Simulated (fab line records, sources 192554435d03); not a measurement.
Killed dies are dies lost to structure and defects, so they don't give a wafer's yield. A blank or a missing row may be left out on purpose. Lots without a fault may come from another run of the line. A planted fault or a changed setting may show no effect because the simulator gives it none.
fab line records | flow n5_finfet
record lots=10 wafers=27 last_day=19
route steps=1938 shown BEOL_M0_SAQP@666 BEOL_M4@1111 PASSIVATION@1936
lots that met no fault: from a run of the same line without faults
start_h: hours from the record's first day to the start of the lot's first wafer shown | wait_h: hours since the lot's step before | " the same as in the row above | L1.1+2: a row that stands for several wafers | - no value, or no start given | * or withheld: withheld | < > ~ a bound
route shown NAME@n: a module of which the file shows steps, and the number in the route of the first | usual: mean/standard deviation of fault-free wafers | same: alike in all rows | chamber/n: place in a boat | sites: the reading at each site | _std_site: their standard deviation | _edge_site: outer sites' mean less inner sites' | radius_mm: how far each site lies from the wafer's centre | mask NAME#n: copy n | behind: the tool/chamber that last shaped the wafer | hold: why the lot was held/for how many hours/how that ended | device: the transistor (n, p or np) that didn't switch | end of line: the same wafers' tests at the end of the route | a step without rows: its recipe alone | killed: dies lost to structure and defects at the first sort, not the wafer's yield | map: a wafer's dies, x killed, . not, _ none there
set.NAME: the setting as run; set.NAME@STEP: as run at that earlier step | model.NAME: the simulator's own value behind a step, which no gauge read
steps of the route over a sample of lots; a table a step, a row a wafer
services: from which hour (start_h, from the record's first day; less than 0 if before it) a tool's chamber was out of use, for how many hours, and why
## steps
# step N5_BEOL_M0_SAQP_CD_MEAS_25
# recipe target_cd_nm=13.1 landing_energy_ev=1000 detector=se_inlens
# usual cd_nm=12.79/0.21
# columns lot.wafer tool chamber start_h wait_h cd_nm
L229.2 cd_sem-01 0 107.73 0.1 12.94
L229.3 " 0 " " 13.30
L229.6 " 0 " " 12.78
L234.3 cd_sem-01 0 139.09 0.1 12.99
L234.4 " 0 " " 12.70
L234.6 " 0 " " 12.61
L235.3 cd_sem-01 0 146.86 0.1 12.78
L235.4 " 0 " " 12.64
L235.5 " 0 " " 12.70
L236.2 cd_sem-02 0 153.84 0.1 12.51
L236.4 " 0 " " 12.66
L236.5 " 0 " " 12.83
L237.1 cd_sem-01 0 156.07 0.1 12.63
L237.2 " 0 " " 12.60
L237.5 " 0 " " 12.77
L240.3 cd_sem-01 0 178.55 0.1 12.97
L240.4 " 0 " " 12.74
L240.5 " 0 " " 12.93
L244.1 cd_sem-03 0 219.81 0.1 12.69
L244.3 " 0 " " 12.45
L243.4 cd_sem-02 0 221.28 0.1 13.08
L243.6 " 0 " " 13.59
L250.2 cd_sem-01 0 249.62 0.1 12.59
L250.3 " 0 " " 12.66
L250.4 " 0 " " 12.49
L251.1 cd_sem-01 0 251.34 0.1 12.78
L251.3 " 0 " " 12.71
# step N5_BEOL_M0_SAQP_RECESS_104
# recipe chemistry=HF/NH3 target=SiO2 target_depth_a=180 afs_cycles=3 temp_c=30 sublimation_temp_c=180 sublimation_time_s=60
# usual drypump_motor_current_A=5.06/0.28
# columns lot.wafer tool chamber start_h wait_h drypump_motor_current_A
L229.2 vapor_etch-01 1 107.99 0.1 4.81
L229.3 " 0 " " 5.09
L229.6 " 1 " " 4.81
L234.3 vapor_etch-02 1 139.46 0.2 5.52
L234.4 " 0 " " 4.84
L234.6 " 1 " " 5.49
L235.3 vapor_etch-01 0 147.23 0.2 5.10
L235.4 " 1 " " 4.79
L235.5 " 0 " " 5.09
L236.2 vapor_etch-01 0 154.09 0.1 5.09
L236.4 " 0 " " 5.09
L236.5 " 1 " " 4.81
L237.1 vapor_etch-01 1 156.44 0.1 4.81
L237.2 " 0 " " 5.07
L237.5 " 0 " " 5.06
L240.3 vapor_etch-01 1 178.93 0.2 4.80
L240.4 " 0 " " 5.09
L240.5 " 1 " " 4.82
L244.1 vapor_etch-01 1 220.07 0.1 4.78
L244.3 " 1 " " 4.80
L243.4 vapor_etch-02 1 221.65 0.1 5.49
L243.6 " 1 " " 5.52
L250.2 vapor_etch-01 0 250.12 0.2 5.09
L250.3 " 0 " " 5.09
L250.4 " 1 " " 4.80
L251.1 vapor_etch-02 1 251.59 0.1 5.48
L251.3 " 1 " " 5.49
# step N5_BEOL_M0_SAQP_ETCH_88
# recipe chemistry=N2/H2 target=underlayer target_depth_a=65 time_s=5.2 ion_energy_ev=200 mask_material=CAR-EUV pressure_mtorr=30 source_w=840 bias_w=150 n2_flow_sccm=200 h2_flow_sccm=200 ends=cleared
# usual drypump_motor_current_A=5.8/0.52 etch_rf_on_time_s=5.17/0.13 oes_product_au=0.69/0.083 rf_fwd_power_W=819.5/2.6 rf_vpp_V=524.0/2.7 showerhead_plenum_p_Torr=2.55/0.086 throttle_valve_pct=17.8/0.32
# columns lot.wafer tool chamber start_h wait_h drypump_motor_current_A etch_rf_on_time_s oes_product_au rf_fwd_power_W rf_hours_counter_h rf_vpp_V showerhead_plenum_p_Torr throttle_valve_pct
L229.2 rie_diel-02 3 110.32 0.0 6.2 5.25 0.60 821.9 197 521.0 2.43 18.1
L229.3 " 1 " " 5.2 5.35 0.60 819.7 194 520.7 2.42 18.1
L229.6 " 3 " " 6.2 5.27 0.59 821.2 - 521.4 2.43 18.1
L234.3 rie_diel-01 3 141.79 0.0 5.3 5.07 0.60 816.5 243 520.2 2.49 17.7
L234.4 " 1 " " 5.8 4.93 0.81 818.3 21 528.3 2.71 17.3
L234.6 " 1 " " 5.8 4.95 0.81 814.8 - 529.5 2.71 17.3
L235.3 rie_diel-02 0 149.16 0.0 5.7 5.00 0.84 817.1 7 524.6 2.49 17.6
L235.4 " 1 " " 5.2 5.28 0.61 821.2 208 521.5 2.42 18.2
L235.5 " 2 " " 6.4 5.48 0.57 817.9 - 523.9 2.49 18.2
L236.2 rie_diel-01 3 156.38 0.0 5.4 5.11 0.58 818.4 247 522.0 2.49 17.7
L236.4 " 2 " " 5.7 5.18 0.75 820.8 31 524.6 2.61 17.8
L236.5 " 1 " " 5.8 5.00 0.80 822.5 - 529.4 2.70 17.3
L237.1 rie_diel-02 3 158.73 0.0 6.2 5.31 0.59 821.0 214 519.4 2.42 18.1
L237.2 " 0 " " 5.6 5.06 0.82 816.1 10 522.5 2.49 17.6
L237.5 " 3 " " 6.2 5.36 0.59 820.8 - 521.0 2.42 18.1
L240.3 rie_diel-03 0 181.12 0.0 4.9 5.21 0.67 822.8 137 522.2 2.54 17.6
L240.4 " 1 " " 6.1 5.26 0.63 824.6 - 528.1 2.64 18.3
L240.5 " 3 " " 6.6 4.96 0.80 817.6 - 523.6 2.60 17.6
L244.1 rie_diel-03 1 222.43 0.0 6.0 5.36 0.61 819.1 182 527.7 2.63 18.3
L244.3 " 3 " " 6.7 5.09 0.75 817.7 33 527.2 2.59 17.5
L243.4 rie_diel-01 0 223.75 0.0 6.5 5.32 0.67 817.1 117 522.9 2.56 17.6
L243.6 " 3 " " 5.4 5.18 0.80 816.4 - 523.4 2.48 17.2
L250.2 rie_diel-01 2 252.33 0.0 5.7 5.18 0.70 818.2 65 522.7 2.60 17.8
L250.3 " 3 " " 5.4 5.06 0.80 819.6 18 519.9 2.48 17.2
L250.4 " 1 " " 5.8 5.02 0.75 817.9 59 526.2 2.69 17.4
L251.1 rie_diel-02 3 253.71 0.0 6.2 5.23 0.58 823.1 236 519.7 2.41 18.2
L251.3 " 1 " " 5.2 5.18 0.59 821.3 235 519.0 2.40 18.2
# step N5_BEOL_M0_SAQP_ALD_48
# recipe material=SiO2 target_thk_a=200 temp_c=100 ald_precursor_family=BDEAS ald_co_reactant=O2-plasma pulse_time_s=1 co_reactant_pulse_time_s=1 purge_time_s=2 co_reactant_purge_time_s=2 ald_cycles=139 pressure_torr=2
# usual ald_cycles=139/0 heater_power_w=82/10 precursor_pulse_height_rel=0.999/0.02
# same co_reactant_purge_time_s=2
# columns lot.wafer tool chamber start_h wait_h ald_cycles heater_power_w precursor_pulse_height_rel
L229.2 ald_sin-02 0 110.56 0.0 139 68 0.997
L229.3 " 2 " " 139 88 1.015
L229.6 " 0 " " 139 65 1.015
L234.3 ald_sin-02 3 142.04 0.0 139 87 1.001
L234.4 " 2 " " 139 87 1.010
L234.6 " 3 " " 139 83 0.977
L235.3 ald_sin-02 3 149.58 0.2 139 88 0.978
L235.4 " 2 " " 139 88 1.013
L235.5 " 1 " " 139 93 0.994
L236.2 ald_sin-02 3 156.63 0.0 139 88 0.995
L236.4 " 2 " " 139 87 0.971
L236.5 " 3 " " 139 87 1.020
L237.1 ald_sin-04 3 158.98 0.0 139 74 0.954
L237.2 " 1 " " 139 79 1.000
L237.5 " 1 " " 139 77 1.004
L240.3 ald_sin-04 2 181.37 0.0 139 99 0.976
L240.4 " 1 " " 139 80 1.001
L240.5 " 1 " " 139 79 0.992
L244.1 ald_sin-04 3 222.92 0.3 139 74 1.011
L244.3 " 0 " " 154 67 0.961
L243.4 ald_sin-04 3 224.15 0.2 154 73 0.994
L243.6 " 0 " " 139 68 1.005
L250.2 ald_sin-02 1 252.62 0.1 139 95 0.984
L250.3 " 2 " " 139 87 0.995
L250.4 " 0 " " 139 69 1.042
L251.1 ald_sin-02 3 254.26 0.3 139 87 1.050
L251.3 " 2 " " 139 90 1.004
# step N5_BEOL_M4_RC_MEAS_101
# usual DIBL_N=37.2/2.1 DIBL_P=37.3/2.3 IOFF_N=0.18/0.041 IOFF_P=0.24/0.042 ION_N=680/13 ION_P=466/7.7 SS_N=71.8/0.68 SS_P=73.5/0.66 VT_N=249/3.6 VT_P=-248/3.4
# columns lot.wafer tool chamber start_h wait_h DIBL_N[mV/V] DIBL_P[mV/V] IOFF_N[nA/um] IOFF_P[nA/um] ION_N[uA/um] ION_P[uA/um] SS_N[mV/dec] SS_P[mV/dec] VT_N[mV] VT_P[mV]
L229.2 prober-02 0 176.10 0.2 36.9 36.3 0.16 0.22 673 467 71.0 72.9 248 -250
L229.3 " 0 " " 36.9 36.9 0.16 0.22 670 467 71.6 73.0 247 -248
L229.6 " 0 " " 37.2 37.8 0.18 0.23 678 466 71.7 73.3 249 -248
L234.3 prober-02 0 205.13 0.3 39.4 39.2 0.25 0.30 694 472 72.9 73.9 243 -246
L234.4 " 0 " " 35.0 33.6 0.14 0.21 656 460 71.2 72.8 252 -249
L234.6 " 0 " " 35.1 34.5 0.15 0.23 679 471 70.9 73.0 248 -248
L235.3 prober-02 0 210.05 0.3 34.4 33.7 0.13 0.19 676 468 71.2 73.0 254 -252
L235.4 " 0 " " 35.4 35.4 0.14 0.21 668 460 71.7 72.4 252 -248
L235.5 " 0 " " 35.9 35.8 0.15 0.22 673 464 71.1 73.9 248 -246
L236.2 prober-01 0 210.66 0.2 35.8 37.3 0.16 0.21 681 466 70.9 72.9 252 -251
L236.4 " 0 " " 37.4 38.3 0.17 0.22 670 460 71.6 73.8 250 -252
L236.5 " 0 " " 35.7 36.9 0.15 0.19 680 468 71.0 73.2 251 -253
L237.1 prober-01 0 211.60 0.0 34.2 34.9 0.13 0.18 669 460 71.1 72.9 252 -253
L237.2 " 0 " " 36.8 37.7 0.17 0.24 677 465 71.3 73.5 246 -247
L237.5 " 0 " " 38.3 39.7 0.22 0.27 696 475 72.6 73.5 242 -247
L240.3 prober-01 0 229.52 0.5 42.0 39.8 0.26 0.28 686 462 72.7 74.2 242 -247
L240.4 " 0 " " 39.3 37.0 0.19 0.23 676 457 72.1 74.4 249 -248
L240.5 " 0 " " 40.1 38.6 0.23 0.26 709 480 72.5 74.3 243 -243
L244.1 prober-02 0 261.09 0.0 38.8 39.7 0.18 0.22 674 452 71.9 74.1 250 -254
L244.3 " 0 " " 38.8 39.1 0.19 0.21 680 457 72.1 73.1 248 -252
L243.4 prober-01 0 269.39 0.5 39.4 39.0 0.21 0.24 681 469 72.1 74.9 248 -247
L243.6 " 0 " " 38.5 37.9 0.18 0.23 678 466 72.5 73.8 247 -247
L251.1 prober-01 0 332.36 0.0 33.0 34.6 0.12 0.19 675 472 70.5 72.3 250 -252
L251.3 " 0 " " 34.9 36.7 0.14 0.23 666 466 71.6 72.7 252 -248
L250.2 prober-02 0 333.30 0.2 35.5 36.1 0.15 0.19 678 459 71.7 73.9 251 -252
L250.3 " 0 " " 36.6 37.3 0.17 0.22 667 457 71.9 74.1 248 -249
L250.4 " 0 " " 38.1 39.4 0.23 0.26 704 473 72.0 74.4 242 -248
# step N5_PASSIVATION_PROBE_49
# usual defect_limited_yield=91.0/1.6 killed_at_M0_to_M3=35/11 killed_at_M4_up=14/5.3 killed_at_contacts=13/6.7 killed_at_front_end=41/12 killed_at_other=3.9/2.7 killed_dies=106/19 killed_open=70/14 killed_short=35/8.8 sort_bin_5_function=5.3/1 sort_bin_6_memory=3.3/0.81 sort_n_pass=1073/19 sort_yield_pct=91.0/1.6
# same gross_dies=1180 killed_at_back_side=0 sort_bin_4_leakage[%]=0 sort_bin_8_speed[%]=0
# columns lot.wafer tool chamber start_h wait_h defect_limited_yield[%] killed_at_M0_to_M3 killed_at_M4_up killed_at_contacts killed_at_front_end killed_at_other killed_dies killed_open killed_short sort_bin_5_function[%] sort_bin_6_memory[%] sort_n_pass sort_yield_pct[%]
L236.2 prober-02 - 323.38 0.1 89.4 58 6 18 40 3 125 83 41 6.4 4.0 1055 89.4
L236.4 prober-02 - 323.48 0.2 90.0 47 10 16 44 1 118 74 41 6.8 2.9 1062 90.0
L236.5 prober-02 - 323.53 0.2 90.0 44 20 25 28 1 118 78 38 6.2 3.4 1062 90.0
L237.1 prober-02 - 325.83 0.0 89.5 25 14 16 66 3 124 66 54 5.3 4.5 1056 89.5
L237.2 prober-02 - 325.88 0.1 89.9 23 12 17 55 12 119 69 49 6.2 3.6 1061 89.9
L237.5 prober-02 - 326.03 0.2 90.3 23 12 17 59 4 115 64 47 5.3 3.6 1065 90.3
L244.1 prober-02 - 369.64 0.0 91.6 37 19 16 25 2 99 66 33 5.1 3.1 1081 91.6
L244.3 prober-02 - 369.74 0.1 92.6 18 8 16 44 1 87 57 29 4.0 3.4 1093 92.6
# killed by level:class
L236.2 BEOL_M0_SAQP:geometric_particle:short=25 BEOL_M0_SAQP:geometric_particle:open=19 MOL_CONTACT_COAG:geometric_particle:open=16 FIN_SAQP:geometric_particle:open=9 STI_FIN_REVEAL:geometric_particle:open=8 BEOL_M1:geometric_particle:open=6 DUMMY_GATE:geometric_particle:open=4 ILD0:geometric_particle:open=4
L236.4 BEOL_M0_SAQP:geometric_particle:open=19 BEOL_M0_SAQP:geometric_particle:short=16 MOL_CONTACT_COAG:geometric_particle:open=11 DUMMY_GATE:geometric_particle:open=10 FIN_SAQP:geometric_particle:open=9 MOL_CONTACT_COAG:geometric_particle:short=5 BEOL_M4:geometric_particle:open=5 STARTING-WAFER:geometric_particle:short=5
L236.5 MOL_CONTACT_COAG:geometric_particle:open=19 BEOL_M0_SAQP:geometric_particle:short=15 BEOL_M0_SAQP:geometric_particle:open=10 BEOL_M4:geometric_particle:open=10 STI_FIN_REVEAL:geometric_particle:open=6 MOL_CONTACT_COAG:geometric_particle:short=6 BEOL_M1:geometric_particle:open=6 BEOL_M3:geometric_particle:open=5
L237.1 STI_FIN_REVEAL:geometric_particle:open=15 MOL_CONTACT_COAG:geometric_particle:open=12 FIN_SAQP:geometric_particle:short=11 GATE_CUT:geometric_particle:short=11 FIN_SAQP:geometric_particle:open=10 BEOL_M0_SAQP:geometric_particle:short=8 BEOL_M0_SAQP:geometric_particle:open=6 GATE_CUT:geometric_particle:open=5
L237.2 MOL_CONTACT_COAG:geometric_particle:open=13 FIN_SAQP:geometric_particle:short=10 FIN_SAQP:geometric_particle:open=9 STI_FIN_REVEAL:geometric_particle:open=9 GATE_CUT:geometric_particle:short=9 BEOL_M0_SAQP:geometric_particle:open=7 BEOL_M0_SAQP:geometric_particle:short=6 STARTING-WAFER:geometric_particle:short=5
L237.5 MOL_CONTACT_COAG:geometric_particle:open=14 FIN_SAQP:geometric_particle:open=10 GATE_CUT:geometric_particle:short=9 FIN_SAQP:geometric_particle:short=8 DUMMY_GATE:geometric_particle:open=6 BEOL_M0_SAQP:geometric_particle:short=6 BEOL_M3:geometric_particle:open=6 BEOL_M4:geometric_particle:short=5
L244.1 MOL_CONTACT_COAG:geometric_particle:open=14 BEOL_M0_SAQP:geometric_particle:short=11 BEOL_M4:geometric_particle:open=9 BEOL_M0_SAQP:geometric_particle:open=8 STI_FIN_REVEAL:geometric_particle:open=7 BEOL_M1:geometric_particle:open=7 BEOL_M1:geometric_particle:short=5 FIN_SAQP:geometric_particle:short=4
L244.3 MOL_CONTACT_COAG:geometric_particle:open=13 FIN_SAQP:geometric_particle:open=11 FIN_SAQP:geometric_particle:short=9 BEOL_M1:geometric_particle:open=6 STI_FIN_REVEAL:geometric_particle:open=5 BEOL_M0_SAQP:geometric_particle:short=4 STI_FIN_REVEAL:geometric_particle:short=3 SPACER0:geometric_particle:short=3
## services
# columns tool chamber start_h hours kind
ald_sin-02 - 87.22 14.0 pm
ald_sin-02 0 87.22 14.0 vent_cycle
ald_sin-02 1 87.22 14.0 vent_cycle
ald_sin-02 2 87.22 14.0 vent_cycle
ald_sin-02 3 87.22 14.0 vent_cycle
ald_sin-02 0 101.22 - clean
ald_sin-02 1 101.22 - clean
ald_sin-02 2 101.22 - clean
ald_sin-02 3 101.22 - clean
rie_diel-02 0 105.21 - clean
rie_diel-02 0 105.21 - consumable_replace:focus_ring
rie_diel-02 0 105.21 21.7 scheduled_down
rie_diel-02 0 105.21 21.7 vent_cycle
ald_sin-04 - 111.52 0.6 repair
ald_sin-04 1 117.69 4.4 repair
ald_sin-02 - 138.04 2.8 pm
ald_sin-02 - 165.12 14.6 pm
rie_diel-03 2 170.50 10.6 repair
ald_sin-04 1 184.90 24.7 repair
rie_diel-02 - 186.52 0.8 repair
vapor_etch-02 - 207.79 0.4 repair
rie_diel-01 3 216.72 5.4 repair
vapor_etch-01 - 217.79 0.2 repair
rie_diel-02 - 226.79 14.6 pm
## key
first_sign step=N5_BEOL_M0_SAQP_ALD_48 reading=ald_cycles direction=up sigmas=99+ usual=* struck=*
effect none on later readings
met_at N5_BEOL_M0_SAQP_ALD_48
struck_lots L243,L244
struck_wafers L243.4,L244.3
not_acting_at N5_BEOL_M0_SAQP_CD_MEAS_25,N5_BEOL_M0_SAQP_RECESS_104,N5_BEOL_M0_SAQP_ETCH_88
onset_between 181.37 222.92
fault kind=process_parameter_drift tool=ald_sin-04 chamber=- onset_h=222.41 steps=N5_BEOL_M0_SAQP_ALD_48 channel=ald_cycles offset=* shape=step end_h=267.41 scope=struck_wafers_only acts_in=* stated=*
